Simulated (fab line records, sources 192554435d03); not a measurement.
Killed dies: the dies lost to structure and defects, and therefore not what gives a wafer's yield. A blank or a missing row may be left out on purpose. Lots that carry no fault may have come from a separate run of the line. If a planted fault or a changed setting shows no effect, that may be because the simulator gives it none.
Matching of chambers + flow n5_finfet + N5_BEOL_M3_PECVD_72 on pecvd-04 has 3 sister chambers
The step deposits SiO2 from TEOS/O2, target thk 16 nm, time 18 s. 6 wafers are shown with their chamber, then 9 later ones without.

## WAFERS, EACH WITH ITS CHAMBER
| wafer  | chamber | throttle_valve_pct (%) | showerhead_plenum_p_Torr (Torr) |
|--------|---------|------------------------|---------------------------------|
| L086.2 | 1       | 27.1                   | 8.78                            |
| L090.3 | 2       | 21.8                   | 8.65                            |
| L090.5 | 0       | 22.9                   | 8.90                            |
| L092.1 | 0       | 23.0                   | 8.89                            |
| L092.3 | 2       | 21.6                   | 8.66                            |
| L092.5 | 1       | 27.4                   | 8.79                            |

## WAFERS MISSING THEIR CHAMBER
| wafer  | throttle_valve_pct (%) | showerhead_plenum_p_Torr (Torr) |
|--------|------------------------|---------------------------------|
| L094.4 | 27.5                   | 8.81                            |
| L094.5 | 22.0                   | 8.66                            |
| L094.6 | 23.0                   | 8.91                            |
| L095.2 | 22.9                   | 8.92                            |
| L095.4 | 22.9                   | 8.90                            |
| L095.5 | 27.4                   | 8.81                            |
| L097.1 | 21.9                   | 8.63                            |
| L097.4 | 23.0                   | 8.91                            |
| L097.6 | 22.0                   | 8.66                            |

## WHICH CHAMBER EACH ONE RAN IN
| wafer  | from the rows above | in truth |
|--------|---------------------|----------|
| L094.4 | 1                   | 1        |
| L094.5 | 2                   | 2        |
| L094.6 | 0                   | 0        |
| L095.2 | 0                   | 0        |
| L095.4 | 0                   | 0        |
| L095.5 | 1                   | 1        |
| L097.1 | 2                   | 2        |
| L097.4 | 0                   | 0        |
| L097.6 | 2                   | 2        |
Correct placement for 9 of the 9. Not placeable from these rows: 0. Number placed wrongly: 0.
How it was worked out, from the rows above alone: a wafer's distance from a chamber is the root of the sum, over the readings, of the square of ((its reading less the chamber's mean) divided by the reading's scatter). The wafer belongs to the nearest chamber; if the next one is less than 2 further off, it can't be placed. For every chamber, the mean is computed from those of its wafers that are shown. The scatter: the root of (the sum of the squares of (reading less its chamber's mean) over the shown wafers, divided by (wafers less chambers)).
